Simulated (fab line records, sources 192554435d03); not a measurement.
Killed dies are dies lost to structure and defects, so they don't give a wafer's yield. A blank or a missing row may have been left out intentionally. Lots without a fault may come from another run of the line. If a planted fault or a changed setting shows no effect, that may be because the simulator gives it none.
Chamber matching + flow n5 finfet + rie diel-02 running N5_BEOL_M1_STRIP_66: 4 sister chambers
The step strips in CF4. 16 wafers are shown with their chamber, then 8 later ones without.

== EACH WAFER AND ITS CHAMBER ==
| wafer  | chamber | showerhead plenum p Torr (Torr) | drypump motor current A (A) | throttle valve pct (%) |
|--------|---------|---------------------------------|-----------------------------|------------------------|
| L074.1 | 2       | 1.81                            | 6.1                         | 13.56                  |
| L074.2 | 0       | 1.89                            | 5.1                         | 13.46                  |
| L074.3 | 3       | 1.84                            | 6.6                         | 13.82                  |
| L075.1 | 1       | 1.73                            | 6.1                         | 13.48                  |
| L075.3 | 0       | 1.88                            | 5.1                         | 13.46                  |
| L075.5 | 0       | 1.88                            | 5.1                         | 13.46                  |
| L076.1 | 3       | 1.84                            | 6.6                         | 13.85                  |
| L076.4 | 1       | 1.73                            | 6.2                         | 13.50                  |
| L076.5 | 2       | 1.81                            | 6.1                         | 13.60                  |
| L078.1 | 3       | 1.84                            | 6.6                         | 13.84                  |
| L078.5 | 0       | 1.88                            | 5.1                         | 13.46                  |
| L078.6 | 3       | 1.84                            | 6.7                         | 13.84                  |
| L083.2 | 2       | 1.81                            | 6.1                         | 13.60                  |
| L083.3 | 1       | 1.73                            | 6.2                         | 13.52                  |
| L083.6 | 3       | 1.84                            | 6.6                         | 13.86                  |
| L090.1 | 2       | 1.80                            | 6.2                         | 13.63                  |

SIGNATURES (averages over the wafers above)
| reading                  | chamber 0 | chamber 1 | chamber 2 | chamber 3 | scatter within a chamber |
|--------------------------|-----------|-----------|-----------|-----------|--------------------------|
| showerhead plenum p Torr | 1.8825    | 1.7300    | 1.8075    | 1.8400    | 0.00354                  |
| drypump motor current A  | 5.100     | 6.167     | 6.125     | 6.620     | 0.043                    |
| throttle valve pct       | 13.4600   | 13.5000   | 13.5975   | 13.8420   | 0.0186                   |
Rule: a wafer lies at a distance from a chamber equal to the root of the sum of squares, over the readings, of (its reading less the chamber's mean, divided by the reading's scatter). If the next closest chamber is less than 2 further off than the closest, the wafer can't be placed; otherwise it belongs to the closest. How the scatter is found: for the shown wafers, subtract from each reading the mean of its chamber, square and add these, divide the total by (wafers less chambers), then take the root.

== WAFERS WITHOUT THEIR CHAMBER ==
| wafer  | showerhead plenum p Torr (Torr) | drypump motor current A (A) | throttle valve pct (%) |
|--------|---------------------------------|-----------------------------|------------------------|
| L090.5 | 1.88                            | 5.1                         | 13.51                  |
| L090.6 | 1.84                            | 6.6                         | 13.33                  |
| L092.1 | 1.80                            | 6.1                         | 13.64                  |
| L092.2 | 1.72                            | 6.2                         | 13.56                  |
| L092.4 | 1.84                            | 6.6                         | 13.32                  |
| L093.3 | 1.80                            | 6.1                         | 13.65                  |
| L093.5 | 1.80                            | 6.1                         | 13.64                  |
| L093.6 | 1.84                            | 6.6                         | 13.33                  |

== EACH ONE'S CHAMBER ==
| wafer  | from the rows above | in truth                   |
|--------|---------------------|----------------------------|
| L090.5 | 0                   | 0                          |
| L090.6 | 2                   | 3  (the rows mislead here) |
| L092.1 | 2                   | 2                          |
| L092.2 | 1                   | 1                          |
| L092.4 | 2                   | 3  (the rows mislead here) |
| L093.3 | 2                   | 2                          |
| L093.5 | 2                   | 2                          |
| L093.6 | 2                   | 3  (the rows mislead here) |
Placed correctly: 5 of 8. Left unplaced by these rows: 0. Number placed wrongly: 3.
